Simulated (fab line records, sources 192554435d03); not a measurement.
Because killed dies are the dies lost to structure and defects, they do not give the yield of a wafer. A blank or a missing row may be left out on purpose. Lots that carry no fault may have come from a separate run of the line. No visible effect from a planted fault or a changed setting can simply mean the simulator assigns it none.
fab line records | flow n5-finfet
record lots=6 wafers=16 last-day=18
route steps=1938 shown MIM_TOP_LITHO@1846 MIM_TOP_ETCH@1851 MIM_BOT_LITHO@1854
lots untouched by any fault: they come from a run of this same line in which no faults occurred
start-h: hours from the record's first day to the start of the lot's first wafer shown | wait-h: hours from the lot's prior step to this one | " same as the row above | L1.1+2: a row that stands for several wafers | - value missing, or start not given | * or withheld: withheld | < > ~ a bound
route shown NAME@n: a module of which the file shows steps, and the number in the route of the first | usual: the fault-free wafers' mean and standard deviation | same: alike in all rows | chamber/n: place in a boat | sites: readings site by site | _std_site: their standard deviation | _edge_site: the outer-site mean with the inner-site mean subtracted | radius-mm: for every site, how far away it sits from the centre of the wafer | mask NAME#n: copy n | behind: the tool/chamber that last shaped the wafer | hold: why the lot was held/for how many hours/how that ended | device: which transistor (n, p or np) failed to switch | end of line: the same wafers' tests at the end of the route | for a step that has no rows: nothing shown but its recipe | killed: not the wafer's yield, but the dies lost to structure and defects at the first sort | map: per-die view of a wafer (x killed, . not killed, _ where there is no die)
set.NAME: the setting the step ran with; set.NAME@STEP: the setting that earlier step ran with | model.NAME: the simulator's own value behind a step, which no gauge read
lots at selected steps of the route; one table per step, one row per wafer
services: when a tool's chamber went out of use (start-h, in hours from the record's first day, below 0 if earlier), for how many hours, and the reason
## steps
# step N5_MIM_TOP_LITHO_HARDBAKE_09
# recipe temp-c=130 time-s=120
# step N5_MIM_TOP_LITHO_CD_MEAS_08
# recipe target-cd-nm=2000 landing-energy-ev=500 detector=se-inlens
# usual cd-nm=2000.4/2.5
# columns lot.wafer tool chamber start-h wait-h cd-nm
L657.2 cd-sem-03 0 335.77 - 2003.7
L657.3 " 0 " " 2003.0
L657.4 " 0 " " 1999.6
L655.1 cd-sem-01 0 355.39 - 1997.8
L655.5 " 0 " " 2001.9
L665.2 cd-sem-03 0 380.89 - 2000.1
L665.3 " 0 " " 1999.6
L665.5 " 0 " " 1999.2
L666.2 cd-sem-01 0 382.17 - 2005.0
L666.4 " 0 " " 2004.2
L666.6 " 0 " " 2004.2
L669.3 cd-sem-03 0 394.76 - 1999.7
L669.6 " 0 " " 2001.8
L672.1 cd-sem-01 0 421.32 - 2000.9
L672.4 " 0 " " 2001.2
L672.6 " 0 " " 2000.7
# step N5_MIM_TOP_LITHO_OVL_MEAS_11
# recipe points-per-wafer=44
# usual MIM_TOP_OVL=-3/5.9
# columns lot.wafer tool chamber start-h wait-h MIM_TOP_OVL[nm]
L657.2 overlay-02 0 335.80 0.0 2
L657.3 " 0 " " 4
L657.4 " 0 " " 9
L655.1 overlay-01 0 355.42 0.0 0
L655.5 " 0 " " -2
L665.2 overlay-02 0 380.92 0.0 -9
L665.3 " 0 " " 2
L665.5 " 0 " " -6
L666.2 overlay-01 0 382.21 0.0 -19
L666.4 " 0 " " -12
L666.6 " 0 " " -16
L669.3 overlay-02 0 394.78 0.0 -3
L669.6 " 0 " " -10
L672.1 overlay-02 0 421.35 0.0 -8
L672.4 " 0 " " -11
L672.6 " 0 " " -12
# step N5_MIM_TOP_LITHO_INSPECT_12
# recipe mode=adi inspect-instrument=macro
# usual raw-defect-count=1.9/1.4
# columns lot.wafer tool chamber start-h wait-h raw-defect-count
L657.2 defect-inspect-01 - 335.83 0.0 2
L657.3 " - " " 2
L657.4 " - " " 2
L655.1 defect-inspect-01 - 355.44 0.0 0
L655.5 " - " " 3
L665.2 defect-inspect-01 - 380.94 0.0 4
L665.3 " - " " 1
L665.5 " - " " 2
L666.2 defect-inspect-02 - 382.23 0.0 2
L666.4 " - " " 2
L666.6 " - " " 2
L669.3 defect-inspect-02 - 394.81 0.0 1
L669.6 " - " " 4
L672.1 defect-inspect-02 - 421.37 0.0 4
L672.4 " - " " 0
L672.6 " - " " 1
# step N5_MIM_TOP_LITHO_DESCUM_10
# recipe chemistry=O2 time-s=7.9 source-power-w=50 bias-power-w=20 pressure-mtorr=20 rf-frequency-hz=2.712e+07 temp-c=40 o2-flow-sccm=225
# usual drypump-motor-current-A=5.83/0.29 oes-product-au=0.80/0.077 rf-vpp-V=242.9/1.3 showerhead-plenum-p-Torr=2.08/0.077 throttle-valve-pct=20.4/0.31
# columns lot.wafer tool chamber start-h wait-h drypump-motor-current-A oes-product-au rf-hours-counter-h rf-vpp-V showerhead-plenum-p-Torr throttle-valve-pct
L657.2 rie-diel-04 0 335.86 0.0 5.36 0.66 247 241.6 1.99 20.8
L657.3 " 3 " " 6.14 0.82 85 243.2 2.01 20.3
L657.4 " 2 " " 5.82 0.82 74 241.8 2.02 20.1
L655.1 rie-diel-04 1 355.47 0.0 5.96 0.65 247 241.8 1.97 20.2
L655.5 " 1 " " 5.97 0.65 - 242.4 1.97 20.2
L665.2 rie-diel-05 3 381.17 0.2 5.85 0.72 244 244.4 2.09 21.0
L665.3 " 2 " " 6.15 0.81 95 243.7 2.12 20.3
L665.5 " 2 " " 6.16 0.81 - 243.7 2.12 20.3
L666.2 rie-diel-05 3 382.27 0.0 5.84 0.72 245 243.3 2.09 21.0
L666.4 " 3 " " 5.86 0.72 - 242.7 2.09 20.9
L666.6 " 2 " " 6.17 0.82 - 244.2 2.12 20.3
L669.3 rie-diel-04 3 394.84 0.0 6.16 0.80 111 242.3 2.00 20.4
L669.6 " 2 " " 5.85 0.79 - 242.1 2.01 20.1
L672.1 rie-diel-05 3 421.41 0.0 5.83 0.94 4 243.5 2.09 20.5
L672.4 " 2 " " 6.12 0.79 111 243.8 2.11 20.3
L672.6 " 3 " " 5.83 0.95 - 242.7 2.09 20.6
# step N5_MIM_TOP_ETCH_ETCH_00
# recipe chemistry=Cl2/BCl3 target=TiN target-depth-a=385 ion-energy-ev=150 pressure-mtorr=10 icp-w=1000 bias-w=126 Cl2_flow_sccm=53.25 bcl3-flow-sccm=21.75 Ar_flow_sccm=25
# usual drypump-motor-current-A=5.4/0.37 oes-product-au=0.81/0.089 throttle-valve-pct=22.66/0.085
# columns lot.wafer tool chamber start-h wait-h drypump-motor-current-A oes-product-au rf-hours-counter-h throttle-valve-pct
L657.2 rie-metal-02 0 335.95 0.1 5.3 0.85 29 22.60
L657.3 " 0 " " 5.2 0.85 - 22.59
L657.4 " 1 " " 5.4 0.89 - 22.66
L655.1 rie-metal-03 0 355.59 0.1 6.3 0.74 51 22.54
L655.5 " 1 " " 6.0 0.73 - 22.71
L665.2 rie-metal-01 1 381.26 0.1 5.0 0.75 59 22.77
L665.3 " 0 " " 5.5 0.94 - 22.57
L665.5 " 0 " " 5.5 0.93 - 22.55
L666.2 rie-metal-01 1 382.35 0.1 5.0 0.74 60 22.77
L666.4 " 0 " " 5.5 0.94 - 22.56
L666.6 " 0 " " 5.5 0.93 - 22.56
L669.3 rie-metal-01 1 394.97 0.1 5.0 0.74 - 22.78
L669.6 " 1 " " 5.1 0.75 - 22.77
L672.1 rie-metal-02 0 421.49 0.1 5.3 0.82 39 22.62
L672.4 " 1 " " 5.4 0.84 - 22.69
L672.6 " 0 " " 5.3 0.83 - 22.62
# step N5_MIM_TOP_ETCH_STRIP_01
# recipe chemistry=O2 power-w=600 temp-c=60 pressure-mtorr=30 rf-frequency-hz=6e+07 bias-power-w=0 overash-fraction=0.5 o2-flow-sccm=225
# usual drypump-motor-current-A=5.7/0.45 oes-product-au=0.83/0.087 rf-vpp-V=3.6/1.3 showerhead-plenum-p-Torr=2.10/0.068 throttle-valve-pct=16.56/0.27
# columns lot.wafer tool chamber start-h wait-h drypump-motor-current-A oes-product-au rf-hours-counter-h rf-vpp-V showerhead-plenum-p-Torr throttle-valve-pct
L657.2 rie-diel-01 0 336.09 0.1 5.9 0.86 38 5.8 2.03 16.63
L657.3 " 2 " " 5.5 0.98 2 3.3 2.15 16.59
L657.4 " 3 " " 6.3 0.81 56 4.4 2.10 16.09
L655.1 rie-diel-01 2 355.75 0.1 5.5 0.94 10 3.4 2.15 16.59
L655.5 " 0 " " 5.9 0.85 - 1.7 2.03 16.63
L665.2 rie-diel-02 1 381.46 0.2 5.8 0.70 207 3.5 2.08 16.72
L665.3 " 0 " " 5.7 0.71 222 3.8 2.15 17.01
L665.5 " 1 " " 5.8 0.69 - 2.0 2.08 16.73
L666.2 rie-diel-01 0 382.49 0.1 5.9 0.83 53 1.9 2.03 16.66
L666.4 " 1 " " 5.2 0.90 25 4.5 2.12 16.40
L666.6 " 3 " " 6.4 0.81 - 4.8 2.09 16.16
L669.3 rie-diel-01 2 395.07 0.1 5.5 0.91 22 2.5 2.14 16.61
L669.6 " 1 " " 5.2 0.89 - 4.1 2.12 16.39
L672.1 rie-diel-01 1 421.64 0.1 5.2 0.89 37 4.5 2.11 16.43
L672.4 " 0 " " 5.9 0.81 65 2.6 2.03 16.68
L672.6 " 1 " " 5.2 0.88 - 4.1 2.12 16.42
# step N5_MIM_TOP_ETCH_PECVD_03
# recipe material=SiNx target-thk-a=200 temp-c=400 precursor=SiH4/NH3/N2 pressure-torr=1.5 rf-w=300 time-s=17.6
# usual heater-power-outer-w=467/67 heater-power-w=760/83 showerhead-plenum-p-Torr=5.14/0.07 showerhead-vpp-V=1079/59 throttle-valve-pct=39.6/2.1
# columns lot.wafer tool chamber start-h wait-h heater-power-outer-w heater-power-w showerhead-plenum-p-Torr showerhead-vpp-V throttle-valve-pct
L657.2 pecvd-04 2 336.15 - 384 624 5.20 1050 39.8
L657.3 " 1 " " 447 756 5.22 1187 44.1
L657.4 " 1 " " 444 779 5.22 1178 44.1
L655.1 pecvd-02 0 355.81 - 504 841 5.13 1029 40.6
L655.5 " 2 " " 624 945 5.19 1103 37.7
L665.2 pecvd-01 2 381.52 - 475 730 5.13 1103 36.6
L665.3 " 0 " " 447 743 5.11 1094 38.4
L665.5 " 1 " " 391 663 4.97 1148 42.3
L666.2 pecvd-04 1 382.56 - 466 812 5.23 1177 43.9
L666.4 " 2 " " 443 722 5.18 1038 39.8
L666.6 " 0 " " 400 672 5.15 1038 37.4
L669.3 pecvd-01 2 395.14 - 466 734 5.13 1103 36.8
L669.6 " 0 " " 430 744 5.11 1104 38.6
L672.1 pecvd-02 2 421.71 - 586 893 5.22 1084 38.1
L672.4 " 2 " " 592 876 5.19 1108 38.0
L672.6 " 1 " " 546 863 5.19 1017 40.1
# step N5_MIM_BOT_LITHO_HMDS_01
# recipe time-s=60 temp-c=120
# step N5_MIM_BOT_LITHO_COAT_02
# recipe spin-rpm=* resist-thk-nm=*
# step N5_MIM_BOT_LITHO_EBR_04
# recipe solvent=PGMEA ebr-width-mm=1.5
# step N5_MIM_BOT_LITHO_SOFTBAKE_03
# recipe temp-c=100 time-s=90
# step N5_MIM_BOT_LITHO_EXPOSE_05
# recipe mask-id=MIM_BOT na=0.55 source-shape=conventional sigma-outer=0.8 polarization=unpolarized dose-mj=24.25
# usual exposure-dose-mJ-cm2=24.245/0.024 focus-offset-nm=0.1/0.53 stage-vel-mm-s=500.02/0.28
# columns lot.wafer tool chamber start-h wait-h mask exposure-dose-mJ-cm2 focus-offset-nm stage-vel-mm-s
L657.2 krf-scanner-02 0 336.34 - MIM_BOT#0 24.272 0.1 500.23
L657.3 " 0 " " MIM_BOT#0 24.230 0.4 499.89
L657.4 " 0 " " MIM_BOT#0 24.243 0.4 499.47
L655.1 krf-scanner-01 0 356.12 - MIM_BOT#0 24.213 0.0 499.89
L655.5 " 0 " " MIM_BOT#0 24.257 0.8 500.11
L665.2 krf-scanner-02 - 381.83 - MIM_BOT#0 - - -
L665.3 " - " " MIM_BOT#0 - - -
L665.5 " - " " MIM_BOT#0 - - -
L666.2 krf-scanner-02 - 382.74 - MIM_BOT#0 - - -
L666.4 " - " " MIM_BOT#0 - - -
L666.6 " - " " MIM_BOT#0 - - -
L669.3 krf-scanner-01 0 395.47 - MIM_BOT#0 24.231 -0.1 499.84
L669.6 " 0 " " MIM_BOT#0 24.249 0.1 500.28
L672.1 krf-scanner-01 0 422.03 - MIM_BOT#0 24.226 -0.8 499.95
L672.4 " 0 " " MIM_BOT#0 24.233 -0.1 499.88
L672.6 " 0 " " MIM_BOT#0 24.198 0.3 499.47
# step N5_MIM_BOT_LITHO_PEB_06
# recipe peb-temp-c=withheld peb-time-s=*
## services
# columns tool chamber start-h hours kind
rie-diel-01 2 313.81 - clean
rie-diel-01 2 313.81 - consumable-replace:focus-ring
rie-diel-01 2 313.81 15.4 scheduled-down
rie-diel-01 2 313.81 15.4 vent-cycle
krf-scanner-01 - 317.16 3.6 pm
krf-scanner-02 - 339.08 0.8 pm
rie-diel-05 0 343.08 3.3 repair
pecvd-04 - 346.76 2.3 repair
pecvd-01 - 349.54 5.5 pm
rie-diel-05 1 359.66 33.4 repair
krf-scanner-01 - 363.20 1.0 pm
pecvd-02 - 368.78 2.8 pm
krf-scanner-01 - 375.68 1.3 pm
krf-scanner-02 0 377.26 - calibration
rie-diel-05 3 395.55 - clean
rie-diel-05 3 395.55 - consumable-replace:focus-ring
rie-diel-05 3 395.55 17.0 scheduled-down
rie-diel-05 0 399.67 2.8 repair
rie-diel-05 - 402.24 0.1 repair
rie-diel-05 1 409.93 3.3 repair
rie-diel-04 0 412.80 2.4 repair
krf-scanner-02 - 413.36 1.3 pm
rie-diel-02 0 415.41 4.5 repair
krf-scanner-02 - 421.31 1.0 pm
## key
first-sign step=N5_MIM_BOT_LITHO_EXPOSE_05 reading=tool-record direction=missing
effect none on later readings
met-at N5_MIM_BOT_LITHO_EXPOSE_05
struck-wafers L665.2,L665.3,L665.5,L666.2,L666.4,L666.6
later-rows-left-out L665.2,L665.3,L665.5,L666.2,L666.4,L666.6
sort-left-out L665.2,L665.3,L665.5,L666.2,L666.4,L666.6
onset-between 336.34 381.83
fault kind=skipped-step-whole tool=krf-scanner-02 chamber=- onset-h=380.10 steps=N5_MIM_BOT_LITHO_EXPOSE_05 scope=struck-lots-only
# sort-left-out: the simulated sort isn't trusted on such a fault, so these wafers' sort isn't shown, and their yield isn't known
# later-rows-left-out: the simulator's readings of these wafers behind a module that went badly wrong aren't trusted and aren't shown, but for the sort
